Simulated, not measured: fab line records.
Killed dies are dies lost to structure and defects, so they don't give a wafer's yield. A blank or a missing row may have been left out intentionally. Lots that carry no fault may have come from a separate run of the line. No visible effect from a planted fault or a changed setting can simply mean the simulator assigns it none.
Lot-split experiment | flow n5-finfet | 7 lots, 21 wafers read, on a route of 1938 steps

THE SPLIT
At N5_MIM_BOT_SPUTTER_00 (material TiN, target thk 35 nm, time 89.7 s), the setting time-s was moved away from the recipe's 89.7 s on 5 of the 21 wafers read, by +3.8% to +12.8%. This setting was run at the recipe's value on the other wafers.

Reading taken at the split's own step.

THE READING
TiN_of_MIM_BOT_SPUTTER_00.thk-nm (the simulator's own value, which no gauge read), in nm, at N5_MIM_BOT_SPUTTER_00 (material TiN, target thk 35 nm, time 89.7 s). There is no usual value for it anywhere in the file. Here, 16 wafers ran the recipe; their average is 35.0 nm with a standard deviation of 0.49 nm.

wafer  | tool, chamber at the split | time-s as run, s | against the recipe | TiN_of_MIM_BOT_SPUTTER_00.thk-nm, nm | against lot-mates on the recipe
L079.2 | pvd-sputter-01, -          | 99.91            | +11.4%             | 38.6                                 | +3.7
L079.3 | pvd-sputter-01, -          | 89.7             | recipe             | 35.2                                 | -
L079.5 | pvd-sputter-01, -          | 89.7             | recipe             | 34.6                                 | -
L078.1 | pvd-sputter-03, -          | 93.07            | +3.8%              | 36.2                                 | +1.0
L078.3 | pvd-sputter-03, -          | 89.7             | recipe             | 35                                   | -
L078.6 | pvd-sputter-03, -          | 89.7             | recipe             | 35.4                                 | -
L082.2 | pvd-sputter-03, -          | 89.7             | recipe             | 35.2                                 | -
L082.4 | pvd-sputter-03, -          | 89.7             | recipe             | 35.2                                 | -
L082.3 | pvd-sputter-03, -          | 96.41            | +7.5%              | 38                                   | +2.8
L091.1 | pvd-sputter-03, -          | 89.7             | recipe             | 35.8                                 | -
L091.2 | pvd-sputter-03, -          | 89.7             | recipe             | 35.8                                 | -
L091.6 | pvd-sputter-03, -          | 89.7             | recipe             | 36                                   | -
L094.1 | pvd-sputter-01, -          | 89.7             | recipe             | 34.8                                 | -
L094.5 | pvd-sputter-01, -          | 89.7             | recipe             | 34.8                                 | -
L094.4 | pvd-sputter-01, -          | 89.7             | recipe             | 34.6                                 | -
L097.2 | pvd-sputter-01, -          | 89.7             | recipe             | 35                                   | -
L097.4 | pvd-sputter-01, -          | 99.46            | +10.9%             | 38.4                                 | +3.8
L097.5 | pvd-sputter-01, -          | 89.7             | recipe             | 34.2                                 | -
L095.1 | pvd-sputter-01, -          | 89.7             | recipe             | 34.6                                 | -
L095.6 | pvd-sputter-01, -          | 89.7             | recipe             | 34.6                                 | -
L095.2 | pvd-sputter-01, -          | 101.2            | +12.8%             | 39.6                                 | +5.0

FIT RESULTS
A straight line over all 21 wafers: TiN_of_MIM_BOT_SPUTTER_00.thk-nm changes by +0.335 nm for each +1% of time-s; r = +0.95; the points scatter about the line by 0.48 nm.
The same after taking each lot's own level away (the mean of its wafers on the recipe; 21 wafers): +0.359 nm for each +1%; r = +0.99; scatter 0.24 nm.
On that fit, the largest move of time-s shifts the reading by 4.6 nm.
Across the lots, their own levels run from 34.60 to 35.87 nm, a range of 2.6 times the standard deviation given above.
The two slopes are in agreement: the lot-to-lot level therefore moves the slope only a little.
Check: +4.36 nm against its lot-mates is what the line predicts for one of the wafers moved furthest among these (+12.8%) when that wafer is left out of the fit. Against them it came out at +5 nm.

OTHER SPLITS APPLIED TO THESE WAFERS
These wafers also went through other splits before the reading. Each is held against what the fit with the lots' levels taken away leaves over:
other split on the same wafers    | wafers away from the commonest value | r with TiN_of_MIM_BOT_SPUTTER_00.thk-nm (lot level and that fit taken away)
N5_BEOL_M13_TRENCH_ETCH_34 time-s | 6                                    | +0.00
N5_BEOL_M14_SPUTTER_43 power-w    | 2                                    | +0.25
N5_BEOL_M15_ILD_DEP_00 time-s     | 7                                    | -0.29

FILE'S OWN FIT
TiN_of_MIM_BOT_SPUTTER_00.thk-nm changes by +0.357 nm for each +1% of time-s, r = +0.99.
